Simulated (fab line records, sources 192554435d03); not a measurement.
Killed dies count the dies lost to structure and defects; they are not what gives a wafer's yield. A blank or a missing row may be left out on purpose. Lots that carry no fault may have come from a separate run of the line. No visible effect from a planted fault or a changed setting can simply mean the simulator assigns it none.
Comparing a struck lot with a sound one | flow n5_finfet | 39 steps out of a route of 1938
Sound: wafers L669.1, L669.3, L669.6. Struck: wafer L675.2. (L675.1, L675.3 of the same lot were not struck and are left out.) The cause comes at the end.
At each step with rows: each side's tool, then ch and its chambers, then its first start. Under that, the readings that differ: sound wafers | struck wafers | difference of the means | sigmas: that difference in standard deviations of wafers without a fault.
alike: same words and numbers on both sides, and readings whose means sit less than 2 such deviations apart. not compared: any withheld reading, any reading some wafer has no value for, any bound like >300 that may hide the same value, and any number with overlapping values for which the record gives no deviation.
The two part at a step that has a row with sigmas, a row that says differs or no value, or rows on one side only. When numbers do not overlap yet have no deviation, they are printed without sigmas and do not part them. Lack of a reading on every wafer of one side parts them only where that side has two or more wafers.

first, 9 steps without rows for these wafers: N5_BEOL_M4_ANNEAL_95 (time 240 s); N5_BEOL_M4_SPUTTER_96 (material Cu, target thk 4.5 nm, time 8.29 s); N5_BEOL_M4_ECD_50 (material Cu, target thk 300 nm); N5_BEOL_M4_ANNEAL_51 (time 90 s); N5_BEOL_M4_CMP_52 (polishes, stops on SiOC, t overpolish 6.8 s, target thk 40 nm); N5_BEOL_M4_PRE_CLEAN_60 (time 15 s); N5_BEOL_M4_CO_CAP_55 (material Co, precursor CCTBA/H2, target thk 2 nm, time 102.1 s); N5_BEOL_M4_PRE_CLEAN_56 (time 15 s); N5_BEOL_M4_DEP_57 (deposits SiCN from 3MS/NH3, target thk 8 nm, time 14 s).
N5_BEOL_M4_RC_MEAS_101:
  sound on prober-02 ch 0, day 11 02:05; struck on prober-01 ch 0, day 13 01:14
  reading        | sound          | struck | difference | sigmas
  IOFF_P (nA/um) | 0.17 0.17 0.19 | 0.25   | +0.07      | +2
  alike: DIBL_N, DIBL_P, IOFF_N, ION_N, ION_P, SS_N, SS_P, VT_N, VT_P
then, 24 steps without rows for these wafers: N5_BEOL_M5_ILD_DEP_00 (deposits SiCOH lowk from DEMS/porogen, target thk 140.64 nm, time 25.9 s); N5_BEOL_M5_CURE_79 (cures SiCOH lowk, time 240 s); N5_BEOL_M5_PECVD_70 (deposits SiO2 from TEOS/O2, target thk 16 nm, time 18 s); N5_BEOL_M5_HM_DEP_02 (deposits TiN, target thk 20 nm); N5_BEOL_M5_COAT_59 (time 60 s, resist thk 60 nm); N5_BEOL_M5_COAT_60 (time 60 s, resist thk 12 nm); N5_BEOL_M5_COAT_71 (time 60 s, resist thk 5 nm); N5_BEOL_M5_COAT_05 (resist thk 30 nm); N5_BEOL_M5_EBR_07; N5_BEOL_M5_SOFTBAKE_06 (time 60 s); N5_BEOL_M5_EXPOSE_08 (exposes mask M5, target cd 28 nm); N5_BEOL_M5_PEB_09 (peb time 60 s); N5_BEOL_M5_DEVELOP_10 (develop time 30 s); N5_BEOL_M5_DESCUM_16 (chemistry O2, time 7 s); N5_BEOL_M5_ETCH_72 (etches underlayer in N2/H2, target depth 6.5 nm, time 5.2 s); N5_BEOL_M5_ETCH_61 (etches SiARC in CF4, target depth 15.6 nm, time 26 s); N5_BEOL_M5_ETCH_62 (etches SOC in N2/H2, target depth 75 nm, overetch 15 nm, time 112.5 s); N5_BEOL_M5_STRIP_63 (strips in N2/H2); N5_BEOL_M5_STRIP_73 (strips in N2/H2); N5_BEOL_M5_STRIP_64 (strips in CF4); N5_BEOL_M5_HM_OPEN_17 (chemistry Cl2/BCl3, target TiN, target depth 20 nm, overetch 6 nm); N5_BEOL_M5_STRIP_19 (strips in O2); N5_BEOL_M5_COAT_65 (time 60 s, resist thk 60 nm); N5_BEOL_M5_COAT_66 (time 60 s, resist thk 12 nm).
-- the record jumps here: 4 days lie between the struck wafers' starts before and after (it left off in module BEOL_M5 and takes up again in module BEOL_M15, whose first step shown is number 1809 of the route) --
N5_BEOL_M15_TRENCH_ETCH_34: etches SiO2 in C4F8/O2/Ar, target depth 872.93 nm, time 199 s.
  sound on rie_diel-01 ch 0,2,3, day 14 12:22; struck on rie_diel-01 ch 0, day 16 14:05
  reading                                    | sound             | struck | difference | sigmas
  model.etch.depth_nm (nm)                   | 851.5 858.5 857.8 | 579.9  | -276.0     |
  model.coat_of_BEOL_M15_COAT_22.thk_nm (nm) | 542.6 539 542.8   | 600.8  | +59.3      |
  alike: chamber_pressure_mTorr, drypump_motor_current_A, oes_f_703_au, oes_product_au, rf_vpp_V, showerhead_plenum_p_Torr, throttle_valve_pct
  not compared: rf_hours_counter_h
N5_BEOL_M15_CMP_49: polishes, stops on SiO2, t overpolish 4.9 s, target thk 850 nm.
  sound on cmp-03 ch 1,2, day 14 14:58; struck on cmp-01 ch 0, day 16 17:35
  reading                                 | sound             | struck | difference | sigmas
  model.Cu_of_BEOL_M15_ECD_47.thk_nm (nm) | 825.8 832.4 830.6 | 557.4  | -272.2     |
  alike: motor_current_A
N5_BEOL_M15_THK_MEAS_50: measures by xrf.
  sound on film_metro-02, day 14 15:16; struck on film_metro-01, day 16 17:53
  reading      | sound       | struck | difference | sigmas
  M15_THK (nm) | 807 810 811 | 547    | -262       | -15
N5_BEOL_M15_RS_MEAS_54: the measuring method here is four-point-probe.
  sound on film_metro-01, day 14 15:23; struck on film_metro-02, day 16 18:01
  reading         | sound                | struck | difference | sigmas
  M15_RS (ohm/sq) | 0.0222 0.0220 0.0220 | 0.0332 | +0.0111    | +25
N5_PASSIVATION_PROBE_49:
  sound on prober-02, day 15 07:49; struck on prober-01, day 17 11:47
  reading              | sound | struck | difference | sigmas
  sort_bin_8_speed (%) | 0 0 0 | 0.59   | +0.59      | +37
  alike: defect_limited_yield, killed_at_M0_to_M3, killed_at_M4_up, killed_at_contacts, killed_at_front_end, killed_at_other, killed_dies, killed_open, killed_short, sort_bin_5_function, sort_bin_6_memory, sort_n_pass

== WHERE THEY PART ==
Last at N5_PASSIVATION_PROBE_49 as far as this record goes, first at N5_BEOL_M4_RC_MEAS_101.

WHY: whatever the simulator had introduced
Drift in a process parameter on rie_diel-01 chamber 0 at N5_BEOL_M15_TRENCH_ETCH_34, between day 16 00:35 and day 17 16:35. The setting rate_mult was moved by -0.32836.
